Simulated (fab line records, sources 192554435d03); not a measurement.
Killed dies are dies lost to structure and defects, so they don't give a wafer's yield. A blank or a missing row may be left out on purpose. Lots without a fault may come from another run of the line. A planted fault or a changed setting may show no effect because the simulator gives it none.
Split-lot experiment | flow n5_finfet | 7 lots, 21 wafers read, on a route of 1938 steps

THE SPLIT
At N5_BEOL_M6_TRENCH_ETCH_37 (etches SiCOH lowk in C4F6/O2, target depth 94.435 nm, time 31.5 s), the setting source_w was moved away from the recipe's 345 W on 6 of the 21 wafers read, by -17.1% to +15.4%. The other wafers ran this setting at the recipe's value.

The reading is taken at the split's own step.

THE READING
rf_vpp_V, in V, at N5_BEOL_M6_TRENCH_ETCH_37 (etches SiCOH lowk in C4F6/O2, target depth 94.435 nm, time 31.5 s). Fault-free wafers of this fab line usually give 659 V, standard deviation 14 V.

wafer  | tool, chamber at the split | source_w as run, W | against the recipe | rf_vpp_V, V | against lot-mates on the recipe
L075.2 | rie_diel-06, 0             | 345                | recipe             | 644         | -
L075.5 | rie_diel-06, 0             | 388.2              | +12.5%             | 608         | -44
L075.6 | rie_diel-06, 1             | 345                | recipe             | 659         | -
L081.2 | rie_diel-02, 0             | 345                | recipe             | 659         | -
L081.3 | rie_diel-02, 2             | 345                | recipe             | 652         | -
L081.6 | rie_diel-02, 2             | 398                | +15.4%             | 606         | -50
L083.1 | rie_diel-05, 3             | 345                | recipe             | 656         | -
L083.4 | rie_diel-05, 0             | 327.6              | -5.0%              | 693         | +28
L083.5 | rie_diel-05, 0             | 345                | recipe             | 674         | -
L085.2 | rie_diel-06, 0             | 345                | recipe             | 644         | -
L085.5 | rie_diel-06, 3             | 345                | recipe             | 674         | -
L085.6 | rie_diel-06, 2             | 345                | recipe             | 644         | -
L087.3 | rie_diel-05, 3             | 285.9              | -17.1%             | 722         | +66
L087.5 | rie_diel-05, 0             | 285.9              | -17.1%             | 744         | +88
L087.6 | rie_diel-05, 3             | 345                | recipe             | 656         | -
L094.3 | rie_diel-02, 1             | 345                | recipe             | 658         | -
L094.5 | rie_diel-02, 0             | 345                | recipe             | 658         | -
L094.6 | rie_diel-02, 1             | 395.8              | +14.7%             | 612         | -46
L095.1 | rie_diel-06, 0             | 345                | recipe             | 644         | -
L095.4 | rie_diel-06, 3             | 345                | recipe             | 675         | -
L095.5 | rie_diel-06, 0             | 345                | recipe             | 644         | -

THE FIT
A straight line over all 21 wafers: rf_vpp_V changes by -3.97 V for each +1% of source_w; r = -0.94; the points scatter about the line by 12 V.
The same after taking each lot's own level away (the mean of its wafers on the recipe; 21 wafers): -3.9 V for each +1%; r = -0.95; scatter 11 V.
On that fit, the largest move of source_w shifts the reading by 67 V.
The lots' own levels span 651.5 to 665.0 V, that is 1.0 times the standard deviation above.
So the lot-to-lot level changes the slope little: the two slopes agree.
Check: with one of the wafers moved furthest among these (-17.1%) left out of the fit, the line predicts +71 V for it against its lot-mates. It came out at +66 V against them.
Tool readings at the split's step, against how far the setting was moved: rf_vpp_V r = -0.94.

OTHER SPLITS ON THESE WAFERS
These wafers also went through other splits before the reading. Each is held against what the fit with the lots' levels taken away leaves over:
other split on the same wafers | wafers away from the commonest value | r with rf_vpp_V (lot level and that fit taken away)
N5_BEOL_M6_ILD_DEP_00 time_s   | 6                                    | +0.00

THE FILE'S OWN FIT
rf_vpp_V changes by -3.71 V for each +1% of source_w, r = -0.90.
